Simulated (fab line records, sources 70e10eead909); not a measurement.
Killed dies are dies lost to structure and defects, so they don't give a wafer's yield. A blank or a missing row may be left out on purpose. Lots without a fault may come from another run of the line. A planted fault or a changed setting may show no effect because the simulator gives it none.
A struck lot beside a sound one | flow nand_harc | 4 steps out of a route of 1302
Sound: wafers L961.1, L961.5, L961.6. Struck: wafers L969.2, L969.3, L969.5. The cause comes at the end.
At each step with rows: each side's tool, then ch and its chambers, then its first start. Under that, the readings that differ: sound wafers | struck wafers | difference of the means | sigmas: that difference in standard deviations of wafers without a fault.
alike: readings whose means differ by less than 2 such deviations, and words and numbers that are the same on both sides. not compared: withheld readings, readings that some wafer has no value for, bounds like >300 that may hide the same value, and numbers for which the record gives no deviation and whose values overlap.
The two part at a step that has a row with sigmas, a row that says differs or no value, or rows on one side only. Numbers that don't overlap but have no deviation are shown without sigmas and don't part them. A reading that every wafer of one side lacks parts them only if that side has two wafers or more.

NHARC_P_START_INSPECT_01:
  sound on defect_inspect-01, day 3 02:02; struck on defect_inspect-02, day 6 10:02
  alike: raw_defect_count
NHARC_P_ZERO_WELL_PRECLEAN_00: cleans in SPM, time 600 s.
  sound on wet_bench-03 ch 1,2,7, day 3 02:07; struck on wet_bench-06 ch 4,5,7, day 6 10:08
  no value came back on the struck wafers for bath_guard_temp_C (C), bath_heat_duty_pct (%), time_s (s); on the sound wafers bath_guard_temp_C (C) reads 119.7 120.6 119.3
then, 2 steps without rows for these wafers: NHARC_P_ZERO_WELL_SRD_01; NHARC_END_SORT_01.

WHERE THEY PART
Only at NHARC_P_ZERO_WELL_PRECLEAN_00, within this record.

WHY: what the simulator had put in
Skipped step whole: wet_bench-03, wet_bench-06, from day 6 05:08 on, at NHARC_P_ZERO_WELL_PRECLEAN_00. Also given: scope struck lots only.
